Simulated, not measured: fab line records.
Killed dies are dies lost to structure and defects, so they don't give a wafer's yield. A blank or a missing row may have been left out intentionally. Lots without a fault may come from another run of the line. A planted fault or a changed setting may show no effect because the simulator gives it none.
fab line records ; flow n5-finfet
record: lots: 4; wafers: 12; last-day: 17
route steps=1938 shown BEOL_M2@879 BEOL_M4@1111 PASSIVATION@1936
lots untouched by any fault: they come from a run of this same line in which no faults occurred
start-h: hours from the record's opening day to when the first of the lot's shown wafers began ; wait-h: hours from the lot's prior step to this one ; " the same as in the row above ; L1.1+2: a row that stands for several wafers ; - no value, or no start given ; * or withheld: withheld ; < > ~ a bound
route shown NAME@n: a module of which the file shows steps, and the number in the route of the first ; usual: mean and standard deviation over wafers with no fault ; same: alike in all rows ; chamber/n: place in a boat ; sites: each site's reading ; _std_site: standard deviation of those values ; _edge_site: mean of outer sites minus mean of inner sites ; radius-mm: how far each site lies from the wafer's centre ; mask NAME#n: copy n ; behind: the most recent tool/chamber to have shaped the wafer ; hold: cause of the lot's hold/its duration in hours/its outcome ; device: which transistor (n, p or np) failed to switch ; end of line: tests run on the same wafers once the route is complete ; a step with no rows: only its recipe ; killed: not the wafer's yield, but the dies lost to structure and defects at the first sort ; map: a wafer's dies, marking killed ones x, the rest . and places with no die _
set.NAME: the run value of the setting; set.NAME@STEP: its run value at that earlier step ; model.NAME: the simulator's own value behind a step, which no gauge read
a table for each step, a row for each wafer; lots at some steps of the route
services: the hour from which a tool's chamber was out of use, counted from the record's first day as start-h (under 0 if before that day), plus the number of hours and why
== steps ==
step: N5_BEOL_M2_DESCUM_33
recipe: chemistry: O2; time-s: 7; source-power-w: 50; bias-power-w: 20; pressure-mtorr: 20; rf-frequency-hz: 2.712e+07; temp-c: 40; resist: CAR-EUV; o2-flow-sccm: 225
step: N5_BEOL_M2_ETCH_77
recipe: chemistry: N2/H2; target: underlayer; target-depth-a: 65; mask-material: CAR-EUV; time-s: 5.2; ion-energy-ev: 200; pressure-mtorr: 30; source-w: 840; bias-w: 150; n2-flow-sccm: 200; h2-flow-sccm: 200; ends: cleared
step: N5_BEOL_M2_ETCH_69
recipe: chemistry: CF4; target: SiARC; target-depth-a: 156; mask-material: CAR-EUV; time-s: 26; ion-energy-ev: 80; pressure-mtorr: 40; source-w: 545; bias-w: 36; Ar_flow_sccm: 100; cf4-flow-sccm: 100; ends: cleared
step: N5_BEOL_M2_ALD_98
recipe: material: SiO2; target-thk-a: 25; temp-c: 100; ald-precursor-family: BDEAS; ald-co-reactant: O2-plasma; pulse-time-s: 1; co-reactant-pulse-time-s: 1; purge-time-s: 2; co-reactant-purge-time-s: 2; ald-cycles: 17; pressure-torr: 2
step: N5_BEOL_M2_ETCHBACK_99
recipe: chemistry: CHF3; target: SiO2; target-depth-a: 50; time-s: 10.4; source-w: 215; bias-w: 47; Ar_flow_sccm: 200; CHF3_flow_sccm: 12; ion-energy-ev: 100; pressure-mtorr: 30
step: N5_BEOL_M2_ETCH_70
recipe: chemistry: N2/H2; target: SOC; target-depth-a: 800; overetch-a: 240; mask-material: SiARC; temp-c: 40; time-s: 130; ion-energy-ev: 200; pressure-mtorr: 30; source-w: 840; bias-w: 150; n2-flow-sccm: 200; h2-flow-sccm: 200
step: N5_BEOL_M2_STRIP_71
recipe: chemistry: N2/H2; temp-c: 40; n2-flow-sccm: 200; h2-flow-sccm: 200; rf-frequency-hz: 6e+07
step: N5_BEOL_M2_STRIP_78
recipe: chemistry: N2/H2; temp-c: 40; n2-flow-sccm: 200; h2-flow-sccm: 200; rf-frequency-hz: 6e+07
step: N5_BEOL_M2_VIA_ETCH_34
recipe: chemistry: C4F6/O2; target-depth-a: 694; mask-material: SOC; pressure-mtorr: 15; ion-energy-ev: 250; taper-deg: 4; time-s: 65.9; source-w: 350; bias-w: 170; Ar_flow_sccm: 300; C4F6_flow_sccm: 10; O2_flow_sccm: 10
step: N5_BEOL_M2_STRIP_83
recipe: chemistry: C4F6/O2; resist: SiARC; rf-frequency-hz: 6e+07
step: N5_BEOL_M2_STRIP_36
recipe: chemistry: N2/H2; power-w: 450; temp-c: 40; pressure-mtorr: 20; rf-frequency-hz: 6e+07; overash-fraction: 0.3; bias-power-w: 7; h2-frac: 0.5; n2-flow-sccm: 200; h2-flow-sccm: 200
step: N5_BEOL_M2_TRENCH_ETCH_37
recipe: chemistry: C4F6/O2; target-depth-a: 555.55; target: SiOC; time-s: 29.2; ion-energy-ev: 250; pressure-mtorr: 30; source-w: 355; bias-w: 185; Ar_flow_sccm: 300; C4F6_flow_sccm: 10; O2_flow_sccm: 10
usual: drypump-motor-current-A: 5.9/0.47; oes-product-au: 0.77/0.098; rf-fwd-power-W: 349.2/1.6; rf-vpp-V: 661/11; showerhead-plenum-p-Torr: 2.84/0.08; throttle-valve-pct: 20.81/0.27
lot.wafer;tool;chamber;start-h;wait-h;drypump-motor-current-A;oes-product-au;rf-fwd-power-W;rf-hours-counter-h;rf-vpp-V;showerhead-plenum-p-Torr;throttle-valve-pct;model.BEOL_M2.feature-depth-nm;model.etch.depth-nm
L315.3;rie-diel-03;2;188.14;-;6.0;0.68;285.8;227;738;2.93;21.39;50.8;50.85
L315.4;rie-diel-03;3;188.14;-;5.5;0.85;287.2;45;744;2.80;20.92;53.4;53.33
L315.5;rie-diel-03;0;188.14;-;5.3;0.68;285.9;-;732;2.84;20.93;51.2;51.26
L316.1;rie-diel-03;1;190.85;-;6.6;0.82;285.6;64;726;2.78;20.56;52.6;52.5
L316.3;rie-diel-03;0;190.85;-;5.4;0.68;285.1;195;732;2.84;20.93;50.6;50.65
L316.5;rie-diel-03;0;190.85;-;5.3;0.68;285.4;-;733;2.84;20.94;50.8;50.88
L322.2;rie-diel-05;3;220.56;-;6.1;0.69;349.0;242;642;2.92;20.65;55.2;55.17
L322.5;rie-diel-05;0;220.56;-;5.9;0.67;353.0;-;645;2.68;20.71;54.8;54.79
L322.6;rie-diel-05;3;220.56;-;6.1;0.69;349.7;-;644;2.92;20.66;55.2;55.25
L329.2;rie-diel-03;3;282.90;-;5.5;0.85;348.8;79;671;2.79;20.98;56.8;56.76
L329.3;rie-diel-03;0;282.90;-;5.4;0.69;351.5;227;661;2.82;20.98;54.4;54.48
L329.5;rie-diel-03;1;282.90;-;6.6;0.83;347.6;-;656;2.77;20.59;57.2;57.25
step: N5_BEOL_M2_ETCH_41
recipe: chemistry: CH3F/O2; target: SiCN; target-depth-a: 299; taper-deg: 2; time-s: 52.5; ion-energy-ev: 120; mask-material: TiN; pressure-mtorr: 30; source-w: 395; bias-w: 75; Ar_flow_sccm: 150; CH3F_flow_sccm: 30; O2_flow_sccm: 20
step: N5_BEOL_M2_STRIP_97
recipe: chemistry: N2/H2; time-s: 10; power-w: 450; temp-c: 40; pressure-mtorr: 20; rf-frequency-hz: 6e+07; bias-power-w: 7; n2-flow-sccm: 200; h2-flow-sccm: 200
step: N5_BEOL_M2_OCD_MEAS_38
usual: trench-depth-nm: 55.5/1.3
lot.wafer;tool;chamber;start-h;wait-h;trench-depth-nm
L315.3;ocd-01;-;188.30;-;50.3
L315.4;ocd-01;-;188.30;-;53.7
L315.5;ocd-01;-;188.30;-;51.1
L316.1;ocd-01;-;191.01;-;52.9
L316.3;ocd-01;-;191.01;-;50.7
L316.5;ocd-01;-;191.01;-;51.0
L322.2;ocd-02;-;220.71;-;55.0
L322.5;ocd-02;-;220.71;-;55.0
L322.6;ocd-02;-;220.71;-;54.7
L329.2;ocd-01;-;283.05;-;56.5
L329.3;ocd-01;-;283.05;-;54.5
L329.5;ocd-01;-;283.05;-;57.5
step: N5_BEOL_M2_HM_STRIP_39
recipe: chemistry: peroxide-tin-strip; material: TiN; target-depth-a: 250; temp-c: 50; time-s: 158
step: N5_BEOL_M2_SRD_40
recipe: time-s: 30; temp-c: 23; rinse-liquid: diw; dry: ipa-marangoni
step: N5_BEOL_M2_PRECLEAN_42
recipe: chemistry: residue-remover; time-s: 60; temp-c: 40
step: N5_BEOL_M2_SRD_43
recipe: time-s: 30; temp-c: 23; rinse-liquid: diw; dry: ipa-marangoni
step: N5_BEOL_M2_DEGAS_44
recipe: ambient: vacuum; temp-c: 250; time-s: 60
step: N5_BEOL_M2_PRE_CLEAN_45
recipe: gas: H2/He; time-s: 30; temp-c: 250
step: N5_BEOL_M2_ALD_84
recipe: material: TaN; target-thk-a: *; temp-c: 275; ald-precursor-family: PDMAT; ald-co-reactant: NH3; pressure-torr: 3; carrier-flow-sccm: 1500; pulse-time-s: 2; purge-time-s: 3; co-reactant-purge-time-s: 2; co-reactant-pulse-time-s: 3; ald-cycles: 30; precursor-vessel-temp-c: 75; precursor-vessel-pressure-torr: 26.25; precursor-vessel-carrier-sccm: 1000
step: N5_BEOL_M2_SURFACE_TREAT_85
recipe: gas: Ar; time-s: *; ion-energy-ev: *; ion-current-ma-cm2: 0.5; pressure-mtorr: *; ar-flow-sccm: 30
step: N5_BEOL_M2_CVD_47
recipe: material: Co; target-thk-a: 30; temp-c: withheld; precursor: CCTBA/H2; pressure-torr: 30; time-s: 223.8
step: N5_BEOL_M2_SPUTTER_48
recipe: material: Cu; target-thk-a: 45; temp-c: -20; chamber-pressure-pa: 0.07; power-w: withheld; time-s: 8.29
step: N5_BEOL_M2_ANNEAL_49
recipe: temp-c: 400; time-s: 240; ambient: vacuum
step: N5_BEOL_M2_SPUTTER_79
recipe: material: Cu; target-thk-a: 45; temp-c: -20; chamber-pressure-pa: 0.07; power-w: withheld; time-s: 8.29
step: N5_BEOL_M2_ANNEAL_80
recipe: temp-c: 400; time-s: 240; ambient: vacuum
step: N5_BEOL_M2_SPUTTER_81
recipe: material: Cu; target-thk-a: 45; temp-c: -20; chamber-pressure-pa: 0.07; power-w: withheld; time-s: 8.29
step: N5_BEOL_M2_ANNEAL_82
recipe: temp-c: 400; time-s: 240; ambient: vacuum
step: N5_BEOL_M2_SPUTTER_86
recipe: material: Cu; target-thk-a: 45; temp-c: -20; chamber-pressure-pa: 0.07; power-w: withheld; time-s: 8.29
step: N5_BEOL_M2_ANNEAL_87
recipe: temp-c: 400; time-s: 240; ambient: vacuum
step: N5_BEOL_M2_SPUTTER_88
recipe: material: Cu; target-thk-a: 45; temp-c: -20; chamber-pressure-pa: 0.07; power-w: withheld; time-s: 8.29
step: N5_BEOL_M2_ANNEAL_89
recipe: temp-c: 400; time-s: 240; ambient: vacuum
step: N5_BEOL_M2_SPUTTER_90
recipe: material: Cu; target-thk-a: 45; temp-c: -20; chamber-pressure-pa: 0.07; power-w: withheld; time-s: 8.29
step: N5_BEOL_M2_ANNEAL_91
recipe: temp-c: 400; time-s: 240; ambient: vacuum
step: N5_BEOL_M2_SPUTTER_92
recipe: material: Cu; target-thk-a: 45; temp-c: -20; chamber-pressure-pa: 0.07; power-w: withheld; time-s: 8.29
step: N5_BEOL_M2_ANNEAL_93
recipe: temp-c: 400; time-s: 240; ambient: vacuum
step: N5_BEOL_M2_SPUTTER_94
recipe: material: Cu; target-thk-a: 45; temp-c: -20; chamber-pressure-pa: 0.07; power-w: withheld; time-s: 8.29
step: N5_BEOL_M2_ANNEAL_95
recipe: temp-c: 400; time-s: 240; ambient: vacuum
step: N5_BEOL_M2_CMP_52
recipe: stop-on: SiOC; t-overpolish-s: 6.8; down-force-psi: 1; platen-rpm: 50; clearing-platen-down-force-psi: 1.5; clearing-platen-rpm: 50; post-cmp-clean: cu-alkaline; target-thk-nm: 40; clearing-platen-pad-velocity-m-s: 0.99484; pad-velocity-m-s: 0.99484
usual: barrier-field-endpoint-s: 24.9/0.55; motor-current-A: 6.0/0.49; overpolish-run-s: 6.800/0.0084; time-to-endpoint-s: 64/3
lot.wafer;tool;chamber;start-h;wait-h;barrier-field-endpoint-s;motor-current-A;overpolish-run-s;time-to-endpoint-s;model.Cu_of_BEOL_M2_ECD_50.thk-nm
L315.3;cmp-04;2;191.81;0.2;25.5;6.4;6.805;67;36.4
L315.4;cmp-04;3;191.81;0.2;24.9;6.6;6.810;63;37.8
L315.5;cmp-04;3;191.81;0.2;24.9;6.8;6.786;64;36
L316.3;cmp-04;1;194.43;0.2;24.8;6.4;6.810;68;36.6
L316.1;cmp-04;3;194.43;0.2;24.8;6.7;6.800;66;38.6
L316.5;cmp-04;1;194.43;0.2;24.6;6.6;6.806;66;37.6
L322.2;cmp-01;3;224.99;0.3;24.4;6.0;6.795;60;37.8
L322.5;cmp-01;0;224.99;0.3;25.5;6.0;6.808;65;38
L322.6;cmp-01;1;224.99;0.3;25.9;5.4;6.805;70;40.2
L329.2;cmp-04;3;288.07;0.6;25.1;6.5;6.809;64;41.2
L329.3;cmp-04;0;288.07;0.6;23.9;5.3;6.800;60;38.2
L329.5;cmp-04;3;288.07;0.6;24.4;6.6;6.797;65;41.8
step: N5_BEOL_M4_RC_MEAS_101
usual: DIBL_N: 36.6/1.7; DIBL_P: 36.7/2; IOFF_N: 0.16/0.033; IOFF_P: 0.22/0.04; ION_N: 673/12; ION_P: 463/7.9; SS_N: 71.7/0.58; SS_P: 73.3/0.64; VT_N: 249/3.3; VT_P: -249/3.1
lot.wafer;tool;chamber;start-h;wait-h;DIBL_N[mV/V];DIBL_P[mV/V];IOFF_N[nA/um];IOFF_P[nA/um];ION_N[uA/um];ION_P[uA/um];SS_N[mV/dec];SS_P[mV/dec];VT_N[mV];VT_P[mV]
L315.3;prober-02;0;212.37;0.3;34.0;33.0;0.11;0.14;641;437;70.4;72.8;254;-259
L315.4;prober-02;0;212.37;0.3;36.7;36.2;0.16;0.18;681;458;71.6;73.5;251;-255
L315.5;prober-02;0;212.37;0.3;35.9;34.8;0.14;0.16;672;453;71.0;72.5;254;-253
L316.1;prober-01;0;213.78;0.0;32.9;35.2;0.12;0.18;658;458;70.9;73.3;251;-254
L316.3;prober-01;0;213.78;0.0;35.5;36.9;0.18;0.22;673;464;72.2;73.7;246;-250
L316.5;prober-01;0;213.78;0.0;36.7;39.3;0.18;0.25;673;462;72.2;74.3;248;-250
L322.2;prober-02;0;248.02;0.2;36.7;35.5;0.15;0.20;668;457;72.3;73.4;252;-250
L322.5;prober-02;0;248.02;0.2;36.0;32.9;0.14;0.18;661;457;72.1;72.1;250;-249
L322.6;prober-02;0;248.02;0.2;36.6;35.4;0.15;0.20;670;463;71.9;72.6;250;-251
L329.2;prober-02;0;314.12;0.2;39.2;41.4;0.23;0.29;689;466;73.0;74.5;243;-247
L329.3;prober-02;0;314.12;0.2;37.3;38.4;0.19;0.23;685;463;72.0;73.6;245;-250
L329.5;prober-02;0;314.12;0.2;35.0;36.1;0.14;0.19;670;458;71.7;73.1;252;-251
step: N5_PASSIVATION_PROBE_49
usual: defect-limited-yield: 91.1/1.4; killed_at_M0_to_M3: 34/11; killed_at_M4_up: 14/5.7; killed-at-contacts: 14/6.9; killed-at-front-end: 40/11; killed-at-other: 4/3.1; killed-dies: 105/17; killed-open: 70/13; killed-short: 34/7.6; sort_bin_5_function: 5.3/0.95; sort_bin_6_memory: 3.3/0.64; sort_bin_8_speed: 0.00/0.029; sort-n-pass: 1075/17; sort-yield-pct: 91.1/1.4
same: gross-dies: 1180; killed-at-back-side: 0; sort_bin_4_leakage[%]: 0
lot.wafer;tool;chamber;start-h;wait-h;defect-limited-yield[%];killed_at_M0_to_M3;killed_at_M4_up;killed-at-contacts;killed-at-front-end;killed-at-other;killed-dies;killed-open;killed-short;sort_bin_5_function[%];sort_bin_6_memory[%];sort_bin_8_speed[%];sort-n-pass;sort-yield-pct[%]
L322.2;prober-01;-;358.88;0.1;90.1;36;28;11;41;1;117;83;31;5.4;4.3;0;1063;90.1
L322.5;prober-01;-;359.03;0.2;94.1;30;15;3;20;2;70;56;14;4.1;1.8;0;1110;94.1
L322.6;prober-01;-;359.08;0.3;92.3;24;15;9;42;1;91;61;30;4.2;3.5;0;1089;92.3
killed by level:class
L322.2 BEOL_M4:geometric-particle:open=14 FIN_SAQP:geometric-particle:open=12 MOL_CONTACT_COAG:geometric-particle:open=11 FIN_SAQP:geometric-particle:short=10 BEOL_M3:geometric-particle:open=9 BEOL_M2:geometric-particle:open=8 BEOL_M0_SAQP:geometric-particle:open=5 BEOL_M0_SAQP:geometric-particle:short=4
L322.5 BEOL_M4:geometric-particle:open=12 BEOL_M1:geometric-particle:open=11 BEOL_M2:geometric-particle:open=7 STI_FIN_REVEAL:geometric-particle:open=5 BEOL_M0_SAQP:geometric-particle:open=4 BEOL_M3:geometric-particle:open=4 MOL_CONTACT_COAG:geometric-particle:open=3 STARTING-WAFER:geometric-particle:short=3
L322.6 BEOL_M4:geometric-particle:open=12 BEOL_M2:geometric-particle:open=11 FIN_SAQP:geometric-particle:short=8 FIN_SAQP:geometric-particle:open=8 MOL_CONTACT_COAG:geometric-particle:open=7 GATE_CUT:geometric-particle:short=6 STI_FIN_REVEAL:geometric-particle:open=5 DUMMY_GATE:geometric-particle:open=4
== services ==
tool;chamber;start-h;hours;kind
rie-diel-05;-;172.74;15.6;pm
cmp-04;-;179.59;0.5;repair
rie-diel-05;2;209.68;-;clean
rie-diel-05;2;209.68;-;consumable-replace:focus-ring
rie-diel-05;2;209.68;-;consumable-replace:showerhead
rie-diel-05;2;209.68;16.3;scheduled-down
rie-diel-05;2;209.68;16.3;vent-cycle
cmp-04;-;218.55;3.3;repair
cmp-01;-;225.54;12.0;repair
rie-diel-05;0;226.02;-;clean
rie-diel-05;0;226.02;-;consumable-replace:focus-ring
rie-diel-05;0;226.02;-;consumable-replace:showerhead
rie-diel-05;0;226.02;38.8;scheduled-down
rie-diel-05;0;226.02;38.8;vent-cycle
cmp-04;-;229.50;0.2;repair
cmp-04;-;231.14;4.0;pm
cmp-04;-;235.14;-;consumable-replace:conditioner
cmp-04;-;235.14;-;consumable-replace:pad
rie-diel-03;1;242.80;8.4;repair
rie-diel-03;2;252.65;-;clean
rie-diel-03;2;252.65;-;consumable-replace:focus-ring
rie-diel-03;2;252.65;16.5;scheduled-down
rie-diel-03;2;252.65;16.5;vent-cycle
rie-diel-05;3;274.99;-;clean
== key ==
first-sign: step: N5_BEOL_M2_TRENCH_ETCH_37; reading: rf-fwd-power-W; direction: down; sigmas: 40; usual: *; struck: *
effect: step: N5_BEOL_M2_TRENCH_ETCH_37; reading: rf-vpp-V; direction: up; sigmas: 6.6; usual: 661; struck: 734
effect: step: N5_BEOL_M2_OCD_MEAS_38; reading: trench-depth-nm; direction: down; sigmas: 3; usual: 55.5; struck: 51.7
model-effect: step: N5_BEOL_M2_TRENCH_ETCH_37; value: BEOL_M2.feature-depth-nm; without: 55.7; struck: 51.57
model-effect: step: N5_BEOL_M2_CMP_52; value: Cu_of_BEOL_M2_ECD_50.thk-nm; without: 41.3; struck: 37.17
met-at N5_BEOL_M2_TRENCH_ETCH_37
struck-wafers L315.3,L315.4,L315.5,L316.1,L316.3,L316.5
fault: kind: process-parameter-drift; tool: rie-diel-03; chamber: -; onset-h: 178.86; steps: N5_BEOL_M2_TRENCH_ETCH_37; channel: source-w; offset: -63.9; shape: step; end-h: 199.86; acts-in: these-recipes-only; stated: 355
